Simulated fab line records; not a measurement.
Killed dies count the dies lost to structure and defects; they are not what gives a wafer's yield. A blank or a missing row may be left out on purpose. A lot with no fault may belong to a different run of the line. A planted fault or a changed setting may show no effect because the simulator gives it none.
fab line records | flow nand_harc
record lots=14 | wafers=39 | last_day=25
route steps=1159 shown A_CONTACT@870 END@1159
lots untouched by any fault: they come from a run of this same line in which no faults occurred
start_h: hours from the record's opening day to when the first of the lot's shown wafers began | wait_h: hours elapsed since this lot's preceding step | " unchanged from the row above | L1.1+2: a single row standing in for several wafers | - no value, or no start was given | * or withheld: withheld | < > ~ a bound
route shown NAME@n: NAME is a module with steps in the file, n the number in the route of the first one | usual: the fault-free wafers' mean and standard deviation | same: alike in all rows | chamber/n: place in a boat | sites: each site's reading | _std_site: standard deviation of those values | _edge_site: outer sites' mean less inner sites' | radius_mm: how far each site lies from the wafer's centre | mask NAME#n: copy n | behind: the tool/chamber that last shaped the wafer | hold: why the lot was held/for how many hours/how that ended | device: transistor that didn't switch, given as n, p or np | end of line: tests run on the same wafers once the route is complete | a step with no rows: only its recipe | killed: dies that structure and defects cost at the first sort, which is not the same as the wafer's yield | map: a wafer's dies, x killed, . not, _ none there
set.NAME: the setting as run; set.NAME@STEP: as run at that earlier step | model.NAME: the simulator's own value behind a step, which no gauge read
one table for each step of the route and one row for each wafer, over a sample of lots
services: a tool's chamber out of use, with start hour (start_h, from the record's first day; less than 0 if before it), hours out, and reason
## steps
# step NHARC_A_CONTACT_ETCH_119
# recipe source_w=withheld | pressure_mtorr=20 | bias_v=3000 | time_s=94 | target_depth_a=9220 | ar_flow_sccm=withheld | c4f8_flow_sccm=withheld | o2_flow_sccm=withheld | chemistry=C4F8/O2/Ar
# same time_s=94
lot.wafer | tool            | chamber | start_h | wait_h | rf_hours_counter_h
L448.4    | har_cap_etch-03 | 1       | 369.78  | 0.1    | -
L448.3    | "               | 0       | "       | "      | -
L448.5    | "               | 1       | "       | "      | -
L450.2    | har_cap_etch-01 | 1       | 371.76  | 0.1    | 58
L450.3    | "               | 1       | "       | "      | -
L450.6    | "               | 0       | "       | "      | -
L451.1    | har_cap_etch-03 | 1       | 382.14  | 0.1    | 88
L451.4    | "               | 1       | "       | "      | -
L451.5    | "               | 1       | "       | "      | -
L453.1    | har_cap_etch-01 | 1       | 387.56  | 0.1    | 61
L453.4    | "               | 1       | "       | "      | -
L453.5    | "               | 0       | "       | "      | -
L454.2    | har_cap_etch-03 | 0       | 397.66  | 0.1    | 91
L454.5    | "               | 1       | "       | "      | -
L454.6    | "               | 0       | "       | "      | -
L462.3    | har_cap_etch-02 | 1       | 436.37  | 0.1    | -
L462.6    | "               | 1       | "       | "      | -
L460.3    | har_cap_etch-01 | 1       | 441.38  | 0.1    | -
L463.3    | har_cap_etch-02 | 1       | 450.67  | 0.1    | -
L463.6    | "               | 1       | "       | "      | -
L463.5    | "               | 0       | "       | "      | -
L459.2    | har_cap_etch-03 | 0       | 450.88  | 0.1    | 101
L459.1    | "               | 1       | "       | "      | 101
L459.3    | "               | 1       | "       | "      | -
L464.1    | har_cap_etch-01 | 1       | 462.79  | 0.1    | 75
L464.4    | "               | 0       | "       | "      | -
L464.5    | "               | 0       | "       | "      | -
L467.1    | har_cap_etch-01 | 0       | 475.24  | 0.1    | 78
L467.3    | "               | 1       | "       | "      | -
L467.5    | "               | 1       | "       | "      | -
L466.3    | har_cap_etch-03 | 1       | 476.38  | 0.1    | -
L466.5    | "               | 0       | "       | "      | -
L466.6    | "               | 1       | "       | "      | -
L469.1    | har_cap_etch-02 | 1       | 519.60  | 0.1    | 30
L469.3    | "               | 0       | "       | "      | -
L469.5    | "               | 0       | "       | "      | -
L470.2    | har_cap_etch-02 | 0       | 523.75  | 0.1    | 32
L470.4    | "               | 1       | "       | "      | -
L470.5    | "               | 0       | "       | "      | -
# step NHARC_A_CONTACT_DEP_58
# recipe target_thk_a=600 | target_thk_nm=60 | temp_c=400 | pressure_torr=3.5 | flow_sccm=200 | rf_w=350 | material=SiON
# usual heater_power_w=759/85 | rf_fwd_power_W=348.2/1.2
lot.wafer | tool     | chamber | start_h | wait_h | heater_power_w | rf_fwd_power_W
L448.3    | pecvd-03 | 2       | 375.34  | 1.0    | 741            | 347.4
L448.5    | "        | 0       | "       | "      | 796            | 347.7
L448.4    | "        | 2       | "       | "      | 764            | 347.4
L450.3    | pecvd-01 | 1       | 376.80  | 0.9    | 934            | 348.1
L450.2    | "        | 0       | "       | "      | 815            | 349.2
L450.6    | "        | 2       | "       | "      | 765            | 348.6
L451.1    | pecvd-01 | 2       | 386.52  | 1.8    | 663            | 348.7
L451.4    | "        | 2       | "       | "      | 686            | 349.4
L451.5    | "        | 0       | "       | "      | 819            | 347.6
L453.1    | pecvd-03 | 1       | 393.04  | 1.5    | 846            | 347.5
L453.5    | "        | 1       | "       | "      | 839            | 347.5
L453.4    | "        | 2       | "       | "      | 690            | 345.8
L454.2    | pecvd-03 | 1       | 402.91  | 1.2    | 756            | 348.3
L454.6    | "        | 2       | "       | "      | 698            | 346.3
L454.5    | "        | 1       | "       | "      | 745            | 348.8
L462.3    | pecvd-03 | 0       | 440.62  | 0.9    | 751            | 350.7
L462.6    | "        | 1       | "       | "      | 811            | 348.7
L460.3    | pecvd-03 | 1       | 445.31  | 1.0    | 846            | 350.2
L463.3    | pecvd-01 | 0       | 455.03  | 0.9    | 849            | 350.2
L463.5    | "        | 0       | "       | "      | 850            | 349.4
L463.6    | "        | 1       | "       | "      | 925            | 348.4
L459.2    | pecvd-01 | 1       | 455.23  | 1.2    | 924            | 348.0
L459.1    | "        | 2       | "       | "      | 660            | 348.6
L459.3    | "        | 0       | "       | "      | 852            | 347.5
L464.1    | pecvd-04 | 1       | 468.45  | 1.4    | 653            | 346.8
L464.4    | "        | 0       | "       | "      | 786            | 346.8
L464.5    | "        | 1       | "       | "      | 641            | 348.2
L467.3    | pecvd-04 | 1       | 483.15  | 1.2    | 616            | 348.7
L467.1    | "        | 0       | "       | "      | 694            | 348.0
L467.5    | "        | 0       | "       | "      | 705            | 346.5
L466.3    | pecvd-01 | 0       | 483.15  | 0.9    | 877            | 350.5
L466.6    | "        | 0       | "       | "      | 846            | 351.6
L466.5    | "        | 1       | "       | "      | 903            | 349.5
L469.1    | pecvd-01 | 0       | 525.48  | 1.5    | 864            | 349.1
L469.3    | "        | 1       | "       | "      | 798            | 347.5
L469.5    | "        | 1       | "       | "      | 800            | 347.9
L470.2    | pecvd-04 | 0       | 531.23  | 1.2    | 719            | 347.2
L470.5    | "        | 0       | "       | "      | 713            | 348.8
L470.4    | "        | 1       | "       | "      | 682            | 347.0
# step NHARC_A_CONTACT_INSPECT_71
# usual raw_defect_count=29/14
lot.wafer | tool              | chamber | start_h | wait_h | hold                     | raw_defect_count
L448.3    | defect_inspect-02 | -       | 376.00  | 0.0    | -                        | 32
L448.4    | "                 | -       | "       | "      | -                        | 28
L448.5    | "                 | -       | "       | "      | -                        | 24
L450.2    | defect_inspect-02 | -       | 377.64  | 0.0    | -                        | 10
L450.3    | "                 | -       | "       | "      | -                        | 10
L450.6    | "                 | -       | "       | "      | -                        | 13
L451.1    | defect_inspect-02 | -       | 387.21  | 0.0    | -                        | 26
L451.4    | "                 | -       | "       | "      | -                        | 26
L451.5    | "                 | -       | "       | "      | -                        | 30
L453.1    | defect_inspect-01 | -       | 393.86  | 0.0    | -                        | 15
L453.4    | "                 | -       | "       | "      | -                        | 34
L453.5    | "                 | -       | "       | "      | -                        | 24
L454.2    | defect_inspect-01 | -       | 403.70  | 0.0    | -                        | 27
L454.5    | "                 | -       | "       | "      | -                        | 20
L454.6    | "                 | -       | "       | "      | -                        | 26
L462.3    | defect_inspect-01 | -       | 441.44  | 0.0    | await_dispo/0.2h/release | 20
L462.6    | "                 | -       | "       | "      | await_dispo/0.2h/release | 1219
L462.3    | defect_inspect-01 | -       | 441.61  | 0.2    | -                        | 21
L462.6    | "                 | -       | "       | "      | -                        | 1216
L460.3    | defect_inspect-02 | -       | 446.13  | 0.0    | await_dispo/0.2h/release | 1298
L460.3    | defect_inspect-02 | -       | 446.30  | 0.2    | -                        | 1295
L463.3    | defect_inspect-01 | -       | 455.85  | 0.0    | -                        | 44
L463.5    | "                 | -       | "       | "      | -                        | 52
L463.6    | "                 | -       | "       | "      | -                        | 41
L459.1    | defect_inspect-02 | -       | 456.08  | 0.0    | -                        | 28
L459.2    | "                 | -       | "       | "      | -                        | 22
L459.3    | "                 | -       | "       | "      | -                        | 43
L464.1    | defect_inspect-01 | -       | 469.27  | 0.0    | -                        | 37
L464.4    | "                 | -       | "       | "      | -                        | 31
L464.5    | "                 | -       | "       | "      | -                        | 37
L467.1    | defect_inspect-01 | -       | 483.87  | 0.0    | -                        | 12
L467.3    | "                 | -       | "       | "      | -                        | 15
L467.5    | "                 | -       | "       | "      | -                        | 17
L466.3    | defect_inspect-01 | -       | 484.05  | 0.1    | -                        | 60
L466.5    | "                 | -       | "       | "      | -                        | 51
L466.6    | "                 | -       | "       | "      | -                        | 63
L469.1    | defect_inspect-01 | -       | 526.33  | 0.0    | -                        | 11
L469.3    | "                 | -       | "       | "      | -                        | 10
L469.5    | "                 | -       | "       | "      | -                        | 16
L470.2    | defect_inspect-01 | -       | 531.93  | 0.0    | -                        | 30
L470.4    | "                 | -       | "       | "      | -                        | 37
L470.5    | "                 | -       | "       | "      | -                        | 38
# step NHARC_A_CONTACT_ETCH_124
# recipe source_w=withheld | pressure_mtorr=20 | bias_v=withheld | time_s=140 | target_depth_a=7000 | ar_flow_sccm=withheld | c4f8_flow_sccm=withheld | o2_flow_sccm=withheld | chemistry=C4F8/O2/Ar
# same time_s=140
lot.wafer | tool            | chamber | start_h | wait_h | rf_hours_counter_h
L448.3    | har_cap_etch-03 | 1       | 377.28  | -      | -
L448.4    | "               | 0       | "       | "      | -
L448.5    | "               | 1       | "       | "      | -
L450.2    | har_cap_etch-01 | 1       | 378.86  | -      | 58
L450.3    | "               | 0       | "       | "      | -
L450.6    | "               | 0       | "       | "      | -
L451.1    | har_cap_etch-02 | 1       | 388.56  | -      | 11
L451.4    | "               | 0       | "       | "      | -
L451.5    | "               | 1       | "       | "      | -
L453.1    | har_cap_etch-02 | 0       | 395.05  | -      | 13
L453.4    | "               | 1       | "       | "      | -
L453.5    | "               | 0       | "       | "      | -
L454.2    | har_cap_etch-03 | 0       | 404.99  | -      | 92
L454.5    | "               | 1       | "       | "      | -
L454.6    | "               | 0       | "       | "      | -
L462.3    | har_cap_etch-02 | 1       | 445.03  | -      | -
L462.6    | "               | 1       | "       | "      | -
L460.3    | har_cap_etch-01 | 1       | 450.31  | -      | -
L463.3    | har_cap_etch-03 | 1       | 457.12  | -      | -
L463.5    | "               | 1       | "       | "      | -
L463.6    | "               | 0       | "       | "      | -
L459.1    | har_cap_etch-01 | 0       | 457.51  | -      | 73
L459.2    | "               | 1       | "       | "      | 73
L459.3    | "               | 0       | "       | "      | -
L464.1    | har_cap_etch-03 | 0       | 470.46  | -      | 104
L464.4    | "               | 0       | "       | "      | -
L464.5    | "               | 0       | "       | "      | -
L467.1    | har_cap_etch-01 | 1       | 485.09  | -      | 78
L467.3    | "               | 1       | "       | "      | -
L467.5    | "               | 0       | "       | "      | -
L466.3    | har_cap_etch-03 | 1       | 485.39  | -      | -
L466.6    | "               | 1       | "       | "      | -
L466.5    | "               | 0       | "       | "      | -
L469.1    | har_cap_etch-03 | 1       | 527.66  | -      | 112
L469.3    | "               | 0       | "       | "      | -
L469.5    | "               | 0       | "       | "      | -
L470.2    | har_cap_etch-02 | 0       | 533.18  | -      | 33
L470.4    | "               | 0       | "       | "      | -
L470.5    | "               | 1       | "       | "      | -
# step NHARC_A_CONTACT_ETCH_125
# recipe source_w=withheld | pressure_mtorr=20 | bias_v=1200 | time_s=155 | target_depth_a=9560 | ar_flow_sccm=withheld | c4f8_flow_sccm=withheld | o2_flow_sccm=withheld | chemistry=C4F8/O2/Ar
# same time_s=155
lot.wafer | tool            | chamber | start_h | wait_h | rf_hours_counter_h
L448.3    | har_cap_etch-03 | 1       | 377.47  | 0.1    | -
L448.4    | "               | 0       | "       | "      | -
L448.5    | "               | 1       | "       | "      | -
L450.2    | har_cap_etch-01 | 1       | 379.06  | 0.2    | 58
L450.3    | "               | 0       | "       | "      | -
L450.6    | "               | 0       | "       | "      | -
L451.1    | har_cap_etch-02 | 1       | 388.77  | 0.2    | 11
L451.4    | "               | 0       | "       | "      | -
L451.5    | "               | 1       | "       | "      | -
L453.1    | har_cap_etch-02 | 0       | 395.25  | 0.2    | 13
L453.4    | "               | 1       | "       | "      | -
L453.5    | "               | 0       | "       | "      | -
L454.2    | har_cap_etch-03 | 0       | 405.18  | 0.2    | 92
L454.5    | "               | 1       | "       | "      | -
L454.6    | "               | 0       | "       | "      | -
L462.3    | har_cap_etch-02 | 1       | 445.21  | 0.1    | -
L462.6    | "               | 1       | "       | "      | -
L460.3    | har_cap_etch-01 | 1       | 450.56  | 0.2    | -
L463.3    | har_cap_etch-03 | 1       | 457.36  | 0.2    | -
L463.5    | "               | 1       | "       | "      | -
L463.6    | "               | 0       | "       | "      | -
L459.1    | har_cap_etch-01 | 0       | 457.71  | 0.2    | 73
L459.2    | "               | 1       | "       | "      | 73
L459.3    | "               | 0       | "       | "      | -
L464.1    | har_cap_etch-03 | 0       | 470.73  | 0.2    | 104
L464.4    | "               | 0       | "       | "      | -
L464.5    | "               | 0       | "       | "      | -
L467.1    | har_cap_etch-01 | 1       | 485.28  | 0.2    | 78
L467.3    | "               | 1       | "       | "      | -
L467.5    | "               | 0       | "       | "      | -
L466.3    | har_cap_etch-03 | 1       | 485.57  | 0.1    | -
L466.6    | "               | 1       | "       | "      | -
L466.5    | "               | 0       | "       | "      | -
L469.1    | har_cap_etch-03 | 1       | 527.85  | 0.2    | 112
L469.3    | "               | 0       | "       | "      | -
L469.5    | "               | 0       | "       | "      | -
L470.2    | har_cap_etch-02 | 0       | 533.38  | 0.2    | 33
L470.4    | "               | 0       | "       | "      | -
L470.5    | "               | 1       | "       | "      | -
# step NHARC_END_SORT_01
# recipe temp_c=25
# usual killed_at_array=28/11 | killed_at_other=0.7/1.1 | killed_at_periphery=2.9/2 | killed_dies=32/11 | killed_open=3.2/1.8 | killed_short=2.0/1.4
# same gross_dies=677
lot.wafer | tool      | chamber | start_h | wait_h | killed_at_array | killed_at_other | killed_at_periphery | killed_dies | killed_open | killed_short
L462.3    | prober-02 | 0       | 530.31  | 3.1    | 26              | 0               | 1                   | 27          | 7           | 0
L462.6    | prober-02 | 0       | 532.69  | 4.0    | 103             | 1               | 2                   | 106         | 2           | 3
L460.3    | prober-02 | 0       | 542.93  | 3.1    | 81              | 0               | 1                   | 82          | 3           | 2
# killed by level:class
L462.3 A_CHANNEL_HOLE_D1:chamber_film_flake=16 A_CONTACT:geometric_particle:open=2 A_WL_FILL:chamber_film_flake=2 P_M1:geometric_particle:open=1 A_SOURCE_PLATE:geometric_particle:open=1 A_CHANNEL_FILL_D1:geometric_particle:open=1 A_M0:geometric_particle:open=1 A_M1:geometric_particle:open=1
L462.6 A_CONTACT:unspecified=74 A_CHANNEL_HOLE_D1:chamber_film_flake=21 A_STAIRCASE:chamber_film_flake=3 A_CONTACT:chamber_film_flake=2 P_CONTACT:geometric_particle:open=1 P_CONTACT:geometric_particle:short=1 A_SOURCE_PLATE:geometric_particle:open=1 A_CHANNEL_FILL_D1:geometric_particle:short=1
L460.3 A_CONTACT:unspecified=70 A_CONTACT:chamber_film_flake=3 A_SGD_CUT:chamber_film_flake=2 P_M1:geometric_particle:open=1 A_ONON_D1:geometric_particle:short=1 A_SLIT:geometric_particle:open=1 A_WL_FILL:geometric_particle:open=1 A_M0:geometric_particle:short=1
## services
tool            | chamber | start_h | hours | kind
pecvd-04        | -       | 376.32  | 13.0  | pm
pecvd-04        | 0       | 376.32  | 13.0  | vent_cycle
pecvd-04        | 1       | 376.32  | 13.0  | vent_cycle
pecvd-04        | 2       | 376.32  | 13.0  | vent_cycle
pecvd-04        | 0       | 389.32  | -     | clean
pecvd-04        | 1       | 389.32  | -     | clean
pecvd-04        | 2       | 389.32  | -     | clean
har_cap_etch-02 | -       | 407.79  | 0.4   | repair
pecvd-01        | -       | 418.00  | 13.0  | pm
pecvd-01        | 0       | 418.00  | 13.0  | vent_cycle
pecvd-01        | 1       | 418.00  | 13.0  | vent_cycle
pecvd-01        | 2       | 418.00  | 13.0  | vent_cycle
pecvd-01        | 0       | 431.00  | -     | clean
pecvd-01        | 1       | 431.00  | -     | clean
pecvd-01        | 2       | 431.00  | -     | clean
pecvd-01        | 1       | 457.64  | 9.6   | repair
pecvd-03        | -       | 473.31  | 13.0  | pm
pecvd-03        | 0       | 473.31  | 13.0  | vent_cycle
pecvd-03        | 1       | 473.31  | 15.6  | vent_cycle
pecvd-03        | 2       | 473.31  | 13.0  | vent_cycle
pecvd-03        | 0       | 486.31  | -     | clean
pecvd-03        | 2       | 486.31  | -     | clean
pecvd-01        | 1       | 499.41  | 4.8   | repair
## key
first_sign step=NHARC_A_CONTACT_INSPECT_71 | reading=visit | direction=added
effect step=NHARC_A_CONTACT_INSPECT_71 | reading=raw_defect_count | direction=up | sigmas=90 | usual=29 | struck=1258
effect step=NHARC_END_SORT_01 | reading=killed_at_array | direction=up | sigmas=5.8 | usual=28 | struck=92
more_kills_born_at NHARC_A_CONTACT_DEP_58@pecvd-03=144
met_at NHARC_A_CONTACT_DEP_58
struck_lots L460,L462
struck_wafers L460.3,L462.6
tester_left_out L460,L462
not_acting_at NHARC_A_CONTACT_ETCH_119,NHARC_A_CONTACT_ETCH_124,NHARC_A_CONTACT_ETCH_125
onset_between 402.91 440.62
fault kind=chamber_particle_source | tool=pecvd-03 | chamber=1 | onset_h=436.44 | steps=NHARC_A_CONTACT_DEP_58 | rate_per_visit_cm2=1.9297 | end_h=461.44
# tester_left_out: of these lots the tester's yield and bins aren't shown, on N5 and GAA mostly nor the transistor test; their killed dies are dies lost to structure and defects alone, not to doping, threshold or leakage, so they don't give the yield
